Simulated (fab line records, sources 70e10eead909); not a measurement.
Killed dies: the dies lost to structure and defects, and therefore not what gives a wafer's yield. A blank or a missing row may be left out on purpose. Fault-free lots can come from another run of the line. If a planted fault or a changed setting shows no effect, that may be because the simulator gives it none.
Which tool was responsible?	flow nandHarc	36 wafers from 12 lots sampled at 7 of the route's 1159 steps

WHAT THE GAUGES READ, wafer by wafer
NHARC_P_M0_CD_MEAS_09 targets a cd of 90 nm. Usual: cdNm reads 90.0 nm (standard deviation 0.69).
lot	measured	on	cdNm (nm)	flag
L635	day 5 16:08	cdSem-01	90.6 91.0 91.4	
L636	day 6 08:14	cdSem-01	90.5 91.1 90.0	
L640	day 7 04:01	cdSem-02	82.5 82.7 83.1	OFF
L638	day 7 05:26	cdSem-02	83.8 82.0 82.7	OFF
L644	day 8 05:46	cdSem-01	89.9 88.6 89.7	
L647	day 10 04:08	cdSem-03	90.7 90.7 89.3	
L645	day 10 04:34	cdSem-01	90.9 90.5 90.8	
L646	day 10 08:02	cdSem-02	90.9 90.8 90.7	
L649	day 10 09:07	cdSem-03	89.5 90.7 89.5	
L650	day 10 16:30	cdSem-01	89.0 89.7 89.8	
L655	day 10 21:32	cdSem-02	89.9 90.3 90.8	
L658	day 11 14:53	cdSem-03	90.6 88.6 89.7	

NHARC_P_M0_CD_MEAS_16. Usual: cdNm reads 89.9 nm (standard deviation 0.88).
lot	measured	on	cdNm (nm)	flag
L635	day 5 16:38	cdSem-02	91.3 90.5 91.2	
L636	day 6 08:43	cdSem-01	90.7 90.3 88.8	
L640	day 7 04:34	cdSem-01	81.9 82.1 82.9	OFF
L638	day 7 06:03	cdSem-01	82.3 81.3 81.7	OFF
L644	day 8 06:16	cdSem-01	89.4 87.7 88.5	
L647	day 10 04:37	cdSem-03	91.2 91.0 89.0	
L645	day 10 05:04	cdSem-02	90.6 90.6 90.5	
L646	day 10 08:31	cdSem-02	90.4 91.9 89.7	
L649	day 10 09:37	cdSem-02	89.5 90.3 88.4	
L650	day 10 16:59	cdSem-02	88.9 90.2 89.2	
L655	day 10 22:01	cdSem-01	89.7 90.9 91.6	
L658	day 11 15:22	cdSem-03	90.3 88.6 90.0	

NHARC_END_SORT_01. Usual: defectLimitedYield 95.4 %, standard deviation 1.8; killedAtArray 27, standard deviation 12; killedAtOther 0.5, standard deviation 0.9; killedAtPeriphery 3.7, standard deviation 2.7; killedDies 31, standard deviation 12; killedOpen 3.3, standard deviation 2; killedShort 2.0, standard deviation 1.4; sort_bin_2_pct 1.4 %, standard deviation 0.74; sort_bin_3_pct 0.25 %, standard deviation 0.2; sort_bin_4_pct 2.9 %, standard deviation 1.1; sortNPass 646, standard deviation 12; sortRimYieldPct 96.4 %, standard deviation 2.8; sortYieldPct 95.4 %, standard deviation 1.8.
lot	measured	on	defectLimitedYield (%)	killedAtArray	killedAtOther	killedAtPeriphery	killedDies	killedOpen	killedShort	sort_bin_2_pct (%)	sort_bin_3_pct (%)	sort_bin_4_pct (%)	sortNPass	sortRimYieldPct (%)	sortYieldPct (%)	flag
L647	day 26 01:56	prober-01	97.5 97.3 96.6	15 10 19	1 2 1	1 6 3	17 18 23	4 4 10	2 3 4	0.9 0.9 0.9	0.15 0 0.15	1.5 1.8 2.4	660 659 654	97.2 97.2 96.2	97.5 97.3 96.6	
L645	day 24 01:34	prober-01	93.4 92.8 91.4	41 41 51	0 1 0	4 7 7	45 49 58	6 3 5	3 4 3	2.8 3.0 3.0	0.59 0.44 0.74	3.2 3.8 4.9	632 628 619	99.1 88.7 90.6	93.4 92.8 91.4	
L649	day 24 11:00	prober-01	95.3 95.1 94.8	30 31 33	0 0 0	2 2 2	32 33 35	4 3 3	2 1 1	1.3 1.6 1.5	0.59 0.30 0.44	2.8 3.0 3.2	645 644 642	99.1 99.1 100.0	95.3 95.1 94.8	
L658	day 26 10:38	prober-02	95.7 95.4 95.7	26 30 26	1 0 0	2 1 3	29 31 29	3 2 0	1 1 1	1.6 1.3 1.5	0.15 0.30 0.15	2.5 3.0 2.7	648 646 648	98.1 96.2 91.5	95.7 95.4 95.7	

WHAT TOOL EACH LOT RAN ON (gives the tool, then ch and the chambers of the sampled wafers, and finally the start)
lot	NHARC_P_CONTACT_PVD_32	NHARC_P_CONTACT_ALD_22	NHARC_P_CONTACT_CMP_24	NHARC_P_M0_PEB_07
L635	pvdSputter-02, day 5 13:46 or earlier	aldMetal-04 ch 1,2,3, day 5 13:46	cmp-02 ch 0,2,3, day 5 14:58	lithoTrack-06 ch 0, day 5 16:03
L636	pvdSputter-01, day 6 00:12 or earlier	aldMetal-03 ch 0,2, day 6 00:12	cmp-01 ch 2,3, day 6 06:47	lithoTrack-06 ch 0, day 6 08:09
L640	pvdSputter-02, day 6 21:58 or earlier	aldMetal-03 ch 2,3, day 6 21:58	cmp-03 ch 1,2,3, day 7 02:52	lithoTrack-06 ch 0, day 7 03:56
L638	pvdSputter-01, day 6 23:55 or earlier	aldMetal-04 ch 0,2,3, day 6 23:55	cmp-03 ch 1,2,3, day 7 04:08	lithoTrack-06 ch 0, day 7 05:22
L644	pvdSputter-03, day 8 03:35 or earlier	aldMetal-01 ch 1,3, day 8 03:35	cmp-03 ch 0,2, day 8 04:25	lithoTrack-04 ch 0, day 8 05:41
L647	pvdSputter-03, day 9 12:55 or earlier	aldMetal-03 ch 0,1,2, day 9 12:55	cmp-02 ch 1,3, day 10 02:52	lithoTrack-01 ch 0, day 10 04:04
L645	pvdSputter-01, day 9 13:35 or earlier	aldMetal-01 ch 0,2,3, day 9 13:35	cmp-01 ch 0,1,2, day 10 03:25	lithoTrack-01 ch 0, day 10 04:29
L646	pvdSputter-03, day 9 15:34 or earlier	aldMetal-03 ch 1,2,3, day 9 15:34	cmp-03 ch 1,2,3, day 10 06:50	lithoTrack-01 ch 0, day 10 07:56
L649	pvdSputter-03, day 10 02:03 or earlier	aldMetal-03 ch 0,1,3, day 10 02:03	cmp-02 ch 1,3, day 10 07:48	lithoTrack-01 ch 0, day 10 09:02
L650	pvdSputter-02, day 10 08:43 or earlier	aldMetal-04 ch 0,2,3, day 10 08:43	cmp-01 ch 0,1,2, day 10 15:16	lithoTrack-04 ch 0, day 10 16:25
L655	pvdSputter-01, day 10 15:34 or earlier	aldMetal-04 ch 0,2,3, day 10 15:34	cmp-01 ch 0,1,2, day 10 20:13	lithoTrack-01 ch 0, day 10 21:28
L658	pvdSputter-02, day 11 08:45 or earlier	aldMetal-01 ch 1,2,3, day 11 08:45	cmp-02 ch 1,2,3, day 11 13:42	lithoTrack-01 ch 0, day 11 14:49
- NHARC_P_CONTACT_PVD_32: deposits Ti, target thk 5 nm, time 17.7 s.
- NHARC_P_CONTACT_ALD_22: deposits TiN, target thk 3 nm, pulse time 1 s, ald cycles 150.
- NHARC_P_CONTACT_CMP_24: polishes, t overpolish 30 s, target thk 200 nm.
- NHARC_P_M0_PEB_07: peb time 65 s.

AS READ BY THE TOOLS THEMSELVES (means over the sampled wafers that have a number; for cases with no such wafer, the mark the record gives instead)
NHARC_P_CONTACT_PVD_32. Usual: chamberPressurePa 5.000 Pa, standard deviation 0.01; throttleValvePct 29.9 %, standard deviation 0.86.
lot	tool	chamberPressurePa (Pa)	throttleValvePct (%)	flag
L635	pvdSputter-02	4.994	30.0	
L636	pvdSputter-01	4.997	29.8	
L640	pvdSputter-02	5.001	29.2	
L638	pvdSputter-01	5.011	30.1	
L644	pvdSputter-03	5.004	30.5	
L647	pvdSputter-03	5.003	30.1	
L645	pvdSputter-01	4.994	29.5	
L646	pvdSputter-03	4.998	30.5	
L649	pvdSputter-03	5.007	30.1	
L650	pvdSputter-02	4.994	29.6	
L655	pvdSputter-01	4.998	29.8	
L658	pvdSputter-02	5.000	29.4	

NHARC_P_CONTACT_ALD_22. Usual: heaterPowerW 1121 W, standard deviation 170; precursorPulseHeightRel 0.998, standard deviation 0.021.
lot	tool	heaterPowerW (W)	precursorPulseHeightRel	flag
L635	aldMetal-04	1116	1.022	
L636	aldMetal-03	1115	0.999	
L640	aldMetal-03	1179	1.001	
L638	aldMetal-04	1106	1.005	
L644	aldMetal-01	1328	1.001	
L647	aldMetal-03	1168	1.001	
L645	aldMetal-01	1070	0.988	
L646	aldMetal-03	1206	1.000	
L649	aldMetal-03	1092	1.001	
L650	aldMetal-04	1129	0.992	
L655	aldMetal-04	1133	0.997	
L658	aldMetal-01	1162	0.988	

NHARC_P_CONTACT_CMP_24. Usual: motorCurrentA 11.9 A, standard deviation 1.3; overpolishRunS 30.000 s, standard deviation 0.0081; timeToEndpointS 40 s, standard deviation 4.
lot	tool	motorCurrentA (A)	overpolishRunS (s)	timeToEndpointS (s)	flag
L635	cmp-02	11.3	30.001	36	
L636	cmp-01	12.1	30.011	36	
L640	cmp-03	11.0	30.005	32	
L638	cmp-03	11.4	30.005	32	
L644	cmp-03	10.7	30.004	43	
L647	cmp-02	10.9	29.997	39	
L645	cmp-01	13.0	30.002	43	
L646	cmp-03	11.2	30.001	41	
L649	cmp-02	11.0	30.001	35	
L650	cmp-01	13.0	30.001	44	
L655	cmp-01	12.7	29.993	44	
L658	cmp-02	11.3	29.996	37	

NHARC_P_M0_PEB_07. Usual: heaterPowerTotalW 156.6 W, standard deviation 0.43; plateTempC 100.01 C, standard deviation 0.12.
lot	tool	heaterPowerTotalW (W)	plateTempC (C)	flag
L635	lithoTrack-06	156.4	99.87	
L636	lithoTrack-06	157.0	99.90	
L640	lithoTrack-06	152.8	98.16	OFF
L638	lithoTrack-06	152.6	98.05	OFF
L644	lithoTrack-04	156.8	100.05	
L647	lithoTrack-01	156.5	100.08	
L645	lithoTrack-01	156.6	100.00	
L646	lithoTrack-01	156.9	100.02	
L649	lithoTrack-01	156.5	100.13	
L650	lithoTrack-04	156.4	100.09	
L655	lithoTrack-01	157.1	100.11	
L658	lithoTrack-01	156.2	100.06	

THE ANSWER, worked out from the rows above alone
Rule: a lot counts as off when the mean over its wafers that have a number is more than 3 standard deviations away from the usual mean. A lot without any number at a reading at which 4 lots or more have one is off too. All remaining lots with rows at the step are treated as sound. Order of review: gauges by route order, followed by the tools' own readings, for which a lot's mean as printed above is used. The first step at which some lot is off is used, and at that step the reading that is off furthest; a lot without a number counts as furthest.
Off at NHARC_P_M0_CD_MEAS_09 (cdNm): L640, L638.
A tool fits if, at a process step before that reading, it ran every lot that is off, and no sound lot after the first of them. The gauges at NHARC_P_M0_CD_MEAS_09 aren't tried: what is off there is off at NHARC_P_M0_CD_MEAS_16 too, on other tools, and a gauge's error can't cause that. NHARC_P_CONTACT_PVD_32 gives no start for some lots, so the hours and the order of its lots are those of NHARC_P_CONTACT_ALD_22. One fits: NHARC_P_M0_PEB_07 on lithoTrack-06. A fault onset in the window from L636 (day 6 08:09, its last sound lot) to L640 (day 7 03:56, its first lot off) fits.
The tool's own readings at NHARC_P_M0_PEB_07 bear it out: on the lots that are off they differ by more than 5 times the standard deviation of the sound lots' means. heaterPowerTotalW reads 152.7 W there against 156.6 W on the sound lots; plateTempC reads 98.10 C there against 100.03 C on the sound lots.

WHAT WAS PUT IN BY THE SIMULATOR
Process parameter drift: lithoTrack-06, from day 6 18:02 on, at NHARC_P_M0_PEB_07. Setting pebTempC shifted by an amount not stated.
Shown lots that were struck: L640, L638. Same finding as the rule above.
